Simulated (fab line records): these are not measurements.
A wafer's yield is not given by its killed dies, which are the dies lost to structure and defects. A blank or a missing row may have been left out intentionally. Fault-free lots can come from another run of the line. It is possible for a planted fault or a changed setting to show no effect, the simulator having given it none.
Split-lot study | flow n5 finfet | route with 1938 steps; 7 lots, 33 wafers read

== THE SPLIT ==
At N5_BEOL_M9_ETCH_62 (etches SOC in N2/H2, target depth 110 nm, overetch 22 nm, time 165 s), the setting target depth a was moved away from the recipe's 1100 angstrom on 9 of the 33 wafers read, by +21.7% to +37.6%. The other wafers ran this setting at the recipe's value.

== FROM THE SPLIT TO THE READING: what the file shows between them, 6 steps ==
- N5_BEOL_M9_STRIP_68: strips in N2/H2
- N5_BEOL_M9_STRIP_67: strips in CF4
- N5_BEOL_M9_HM_OPEN_17: chemistry Cl2/BCl3, target TiN, target depth 20 nm, overetch 6 nm
- N5_BEOL_M9_STRIP_19: strips in O2
- N5_BEOL_M9_PRECLEAN_42: cleans in residue remover, time 60 s
- N5_BEOL_M9_SRD_43: time 30 s

== THE READING ==
cd nm, in nm, at N5_BEOL_M9_CD_MEAS_35 (target cd 70 nm, target cd y 40 nm). On this fab line, fault-free wafers typically give 70.0 nm with a standard deviation of 0.53 nm.

wafer  | tool, chamber at the split | target depth a as run, angstrom | against the recipe | cd nm, nm | against lot-mates on the recipe
L079.1 | rie diel-03, 2             | 1100                            | recipe             | 69.1      | -
L079.2 | rie diel-03, 0             | 1100                            | recipe             | 69.0      | -
L079.3 | rie diel-03, 3             | 1100                            | recipe             | 69.8      | -
L079.4 | rie diel-03, 1             | 1486                            | +35.1%             | 71.3      | +2.0
L079.5 | rie diel-03, 3             | 1486                            | +35.1%             | 71.4      | +2.1
L079.6 | rie diel-03, 0             | 1486                            | +35.1%             | 70.6      | +1.3
L084.1 | rie diel-03, 3             | 1100                            | recipe             | 69.6      | -
L084.2 | rie diel-03, 1             | 1100                            | recipe             | 70.1      | -
L084.3 | rie diel-03, 2             | 1100                            | recipe             | 69.6      | -
L084.4 | rie diel-03, 0             | 1100                            | recipe             | 70.1      | -
L084.5 | rie diel-03, 2             | 1100                            | recipe             | 70.2      | -
L084.6 | rie diel-03, 3             | 1100                            | recipe             | 69.7      | -
L089.3 | rie diel-02, 2             | 1100                            | recipe             | 69.7      | -
L089.5 | rie diel-02, 2             | 1100                            | recipe             | 69.6      | -
L089.6 | rie diel-02, 1             | 1100                            | recipe             | 69.3      | -
L088.3 | rie diel-02, 2             | 1100                            | recipe             | 70.2      | -
L088.4 | rie diel-02, 1             | 1100                            | recipe             | 70.1      | -
L088.6 | rie diel-02, 0             | 1100                            | recipe             | 70.0      | -
L092.1 | rie diel-06, 2             | 1339                            | +21.7%             | 71.1      | +1.1
L092.2 | rie diel-06, 3             | 1339                            | +21.7%             | 70.9      | +0.9
L092.3 | rie diel-06, 0             | 1100                            | recipe             | 69.8      | -
L092.4 | rie diel-06, 1             | 1339                            | +21.7%             | 71.1      | +1.1
L092.5 | rie diel-06, 3             | 1100                            | recipe             | 69.9      | -
L092.6 | rie diel-06, 2             | 1100                            | recipe             | 70.3      | -
L094.1 | rie diel-03, 2             | 1100                            | recipe             | 70.4      | -
L094.4 | rie diel-03, 1             | 1100                            | recipe             | 70.6      | -
L094.6 | rie diel-03, 3             | 1100                            | recipe             | 70.6      | -
L096.1 | rie diel-02, 2             | 1514                            | +37.6%             | 71.0      | +1.1
L096.2 | rie diel-02, 1             | 1100                            | recipe             | 70.3      | -
L096.3 | rie diel-02, 3             | 1514                            | +37.6%             | 70.9      | +1.0
L096.4 | rie diel-02, 0             | 1514                            | +37.6%             | 70.8      | +0.9
L096.5 | rie diel-02, 1             | 1100                            | recipe             | 69.4      | -
L096.6 | rie diel-02, 2             | 1100                            | recipe             | 70.1      | -

FIT RESULTS
A straight line over all 33 wafers: cd nm changes by +0.0329 nm for each +1% of target depth a; r = +0.76; the points scatter about the line by 0.42 nm.
The same after taking each lot's own level away (the mean of its wafers on the recipe; 33 wafers): +0.0387 nm for each +1%; r = +0.87; scatter 0.33 nm.
On that fit, the largest move of target depth a shifts the reading by 1.5 nm.
Measured against the standard deviation above, the lots' own levels, which go from 69.30 to 70.53 nm, span 2.3 times it.
So the lot-to-lot level blurs the effect unless lot-mates are compared.
Check: +1.54 nm against its lot-mates is what the line predicts for one of the wafers moved furthest among these (+37.6%) when that wafer is left out of the fit. Against them it came out at +1.07 nm.

== THE OTHER SPLITS THESE WAFERS WENT THROUGH ==
These wafers also went through other splits before the reading. Each is held against what the fit with the lots' levels taken away leaves over:
other split on the same wafers     | wafers away from the commonest value | r with cd nm (lot level and that fit taken away)
N5_BEOL_M2_SPUTTER_92 target thk a | 10                                   | -0.12
N5_BEOL_M5_DESCUM_16 time s        | 11                                   | -0.13
N5_BEOL_M6_ALD_77 ald cycles       | 14                                   | -0.21

== THE WHOLE CHAIN: every reading that the file lists as answering this split, in the file's order ==
step                  | what it does                                                         | reading                                                                          | change (the file's fit)                                                              | r (the file's)
N5_BEOL_M9_ETCH_62    | etches SOC in N2/H2, target depth 110 nm, overetch 22 nm, time 165 s | etch.depth nm (the simulator's own value, which no gauge read)                   | not straight: 85.31 at the lowest setting, 99.89 at the recipe, 100.1 at the highest | not given
N5_BEOL_M9_ETCH_62    | etches SOC in N2/H2, target depth 110 nm, overetch 22 nm, time 165 s | SiARC_of_BEOL_M9_COAT_60.thk nm (the simulator's own value, which no gauge read) | -0.0548 nm for each +1% of the setting                                               | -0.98
N5_BEOL_M9_ETCH_62    | etches SOC in N2/H2, target depth 110 nm, overetch 22 nm, time 165 s | BEOL_M9.cd offset nm (the simulator's own value, which no gauge read)            | +0.0301 nm for each +1% of the setting                                               | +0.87
N5_BEOL_M9_HM_OPEN_17 | chemistry Cl2/BCl3, target TiN, target depth 20 nm, overetch 6 nm    | BEOL_M9.cd offset nm (the simulator's own value, which no gauge read)            | +0.0292 nm for each +1% of the setting                                               | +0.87
N5_BEOL_M9_CD_MEAS_35 | target cd 70 nm, target cd y 40 nm                                   | cd nm                                                                            | +0.0386 nm for each +1% of the setting                                               | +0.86

== FILE'S OWN FIT ==
cd nm changes by +0.0386 nm for each +1% of target depth a, r = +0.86.
